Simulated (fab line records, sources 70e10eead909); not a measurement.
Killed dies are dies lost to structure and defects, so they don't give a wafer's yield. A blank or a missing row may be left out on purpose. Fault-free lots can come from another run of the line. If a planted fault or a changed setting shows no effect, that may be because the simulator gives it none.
3 desks, one fault	flow nandHarc	only its own numbers are on each desk; what lay behind them is given at the end

FROM THE METROLOGY DESK
What the gauges read, lot by lot, whatever tool the lot ran on: means of the sampled wafers that have a number. The brackets show how far a lot's mean lies from the usual mean; more than 4 standard deviations puts the lot out of limits, marked OUT.
Columns: A = thkNm at NHARC_A_ONON_D1_THK_MEAS_34, usual 199.9 nm
lot	first seen here	A
L556	day 8 13:47	199.8
L557	day 9 01:41	200.5
L558	day 9 11:52	198.0
L560	day 10 10:10	198.9
L562	day 11 03:49	196.8
L561	day 11 03:52	199.5
L564	day 12 06:30	198.8
L565	day 12 06:43	201.7
L566	day 13 00:58	197.0
L570	day 14 21:31	203.8
L576	day 16 18:06	202.2
L577	day 17 06:38	199.4
L578	day 17 19:29	198.3
This desk's verdict: no lot among the 13 shows anything out of limits.

THE DEFECT DESK
What the inspections along the route counted, lot by lot: means of the sampled wafers that have a number. The brackets show how far a lot's mean lies from the usual mean; more than 4 standard deviations puts the lot out of limits, marked OUT.
Columns: A = rawDefectCount at NHARC_A_CHANNEL_FILL_D1_INSPECT_13, usual 317
lot	first seen here	A
L556	day 11 09:14	535
L557	day 11 21:26	197
L558	day 12 09:13	267
L560	day 12 22:44	299
L561	day 13 16:44	346
L562	day 13 16:44	228
L564	day 14 20:27	417
L565	day 14 20:28	335
L566	day 15 15:24	261
L570	day 17 07:37	256
L576	day 19 14:07	527
L577	day 20 00:07	213
L578	day 20 09:33	212
This desk's verdict: no lot among the 13 shows anything out of limits.

FOR THE TOOL OWNER'S DESK: aldHk-03
The tool's own readings at NHARC_A_CHANNEL_FILL_D1_ALD_14 (deposits SiO2, target thk 2.5 nm, pulse time 10 s, ald cycles 25): means of the sampled wafers that have a number, for each lot that ran on this tool. The brackets show how far a lot's mean lies from the usual mean; more than 4 standard deviations puts the lot out of limits, marked OUT.
Columns: A = heaterPowerW at NHARC_A_CHANNEL_FILL_D1_ALD_14, usual 458 W; B = precursorPulseHeightRel at NHARC_A_CHANNEL_FILL_D1_ALD_14, usual 1.003
lot	first seen here	A	B
L558	day 10 14:42	440	1.004
L561	day 11 20:58	439	0.993
L564	day 13 03:33	453	0.997
L566	day 13 19:39	459	1.020
L570	day 15 14:36	476	1.009
This desk's verdict: no lot among the 5 shows anything out of limits.

BROUGHT TOGETHER
At the metrology desk, nothing out of limits was observed.
No out-of-limits result turned up at the defect desk.
The desk of the tool owner found nothing out of limits.

WHAT THE SIMULATOR HAD INSERTED
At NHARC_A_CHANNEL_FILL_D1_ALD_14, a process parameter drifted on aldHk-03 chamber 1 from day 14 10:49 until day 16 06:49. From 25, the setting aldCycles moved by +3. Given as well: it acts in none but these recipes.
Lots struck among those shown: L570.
